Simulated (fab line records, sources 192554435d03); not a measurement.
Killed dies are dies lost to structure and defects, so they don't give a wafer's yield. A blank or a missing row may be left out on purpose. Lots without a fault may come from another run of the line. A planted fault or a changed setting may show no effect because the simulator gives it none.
Chamber matching | flow n5_finfet | N5_BEOL_M4_ETCH_74 on rie_diel-01: 4 sister chambers
The step etches underlayer in N2/H2, target depth 6.5 nm, time 5.2 s. 14 wafers are shown with their chamber, then 7 later ones without.

WAFERS WITH THEIR CHAMBER
wafer  | chamber | showerhead_plenum_p_Torr (Torr) | throttle_valve_pct (%) | drypump_motor_current_A (A)
L074.2 | 3       | 2.70                            | 17.54                  | 6.5
L074.3 | 0       | 2.51                            | 17.97                  | 5.7
L074.5 | 0       | 2.51                            | 18.00                  | 5.6
L075.1 | 1       | 2.50                            | 17.69                  | 5.7
L075.3 | 2       | 2.67                            | 18.19                  | 5.1
L075.5 | 2       | 2.67                            | 18.18                  | 5.1
L080.2 | 1       | 2.49                            | 17.67                  | 5.8
L080.3 | 0       | 2.50                            | 18.00                  | 5.6
L080.4 | 3       | 2.69                            | 17.57                  | 6.5
L085.1 | 1       | 2.49                            | 17.73                  | 5.7
L085.4 | 3       | 2.69                            | 17.56                  | 6.5
L085.5 | 0       | 2.50                            | 18.02                  | 5.6
L086.2 | 2       | 2.66                            | 18.22                  | 5.2
L086.4 | 1       | 2.49                            | 17.71                  | 5.8

SIGNATURES (means of the wafers above)
reading                  | chamber 0 | chamber 1 | chamber 2 | chamber 3 | scatter within a chamber
showerhead_plenum_p_Torr | 2.5050    | 2.4925    | 2.6667    | 2.6933    | 0.00555
throttle_valve_pct       | 17.9975   | 17.7000   | 18.1967   | 17.5567   | 0.0215
drypump_motor_current_A  | 5.625     | 5.750     | 5.133     | 6.500     | 0.0492
Rule: a wafer's distance from a chamber is the root of the sum, over the readings, of the square of ((its reading less the chamber's mean) divided by the reading's scatter). The wafer belongs to the nearest chamber; if the next one is less than 2 further off, it can't be placed. The scatter: the root of (the sum of the squares of (reading less its chamber's mean) over the shown wafers, divided by (wafers less chambers)).

WAFERS WITHOUT THEIR CHAMBER
wafer  | showerhead_plenum_p_Torr (Torr) | throttle_valve_pct (%) | drypump_motor_current_A (A)
L086.6 | 2.50                            | 18.02                  | 5.7
L091.3 | 2.68                            | 17.59                  | 6.5
L091.4 | 2.49                            | 18.07                  | 5.7
L091.6 | 2.66                            | 18.22                  | 5.2
L095.1 | 2.48                            | 17.75                  | 5.8
L095.4 | 2.49                            | 18.05                  | 5.6
L095.5 | 2.49                            | 18.05                  | 5.6

WHICH CHAMBER EACH WENT THROUGH
wafer  | from the rows above | in truth
L086.6 | 0                   | 0
L091.3 | 3                   | 3
L091.4 | 0                   | 0
L091.6 | 2                   | 2
L095.1 | 1                   | 1
L095.4 | 0                   | 0
L095.5 | 0                   | 0
Placed correctly: 7 of 7. Can't be placed from these rows: 0. Placed wrongly: 0.
